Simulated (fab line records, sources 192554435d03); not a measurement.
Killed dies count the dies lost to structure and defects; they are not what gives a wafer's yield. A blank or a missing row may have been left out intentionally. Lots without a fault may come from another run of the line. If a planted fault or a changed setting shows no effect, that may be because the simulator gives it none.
Chamber matching	flow n5-finfet	4 sister chambers for N5_BEOL_M6_STRIP_67 on rie-diel-03
The step strips in CF4. 4 wafers are shown with their chamber, then 7 later ones without.

EACH WAFER AND ITS CHAMBER
wafer	chamber	drypump-motor-current-A (A)
L079.3	0	5.11
L079.4	2	5.70
L081.2	1	5.22
L081.3	3	5.92

WAFERS WITH NO CHAMBER GIVEN
wafer	drypump-motor-current-A (A)
L081.4	5.95
L092.2	5.70
L092.4	5.91
L092.5	5.71
L094.2	5.88
L094.4	5.71
L094.6	5.90

WHICH CHAMBER EACH ONE RAN IN
wafer	from the rows above	in truth
L081.4	3	3
L092.2	2	2
L092.4	3	3
L092.5	2	2
L094.2	3	3
L094.4	2	2
L094.6	3	3
Correctly placed: 7 of 7. From these rows, 0 cannot be placed. 0 placed wrongly.
How it was worked out, from the rows above alone: a wafer's distance from a chamber is the root of the sum, over the readings, of the square of ((its reading less the chamber's mean) divided by the reading's scatter). The wafer belongs to the nearest chamber; if the next one is less than 2 further off, it can't be placed. A chamber's mean is the mean of its shown wafers. The scatter (one wafer shown for each chamber): square how far every hidden wafer sits from the nearest shown wafer, average those squares and take the square root.
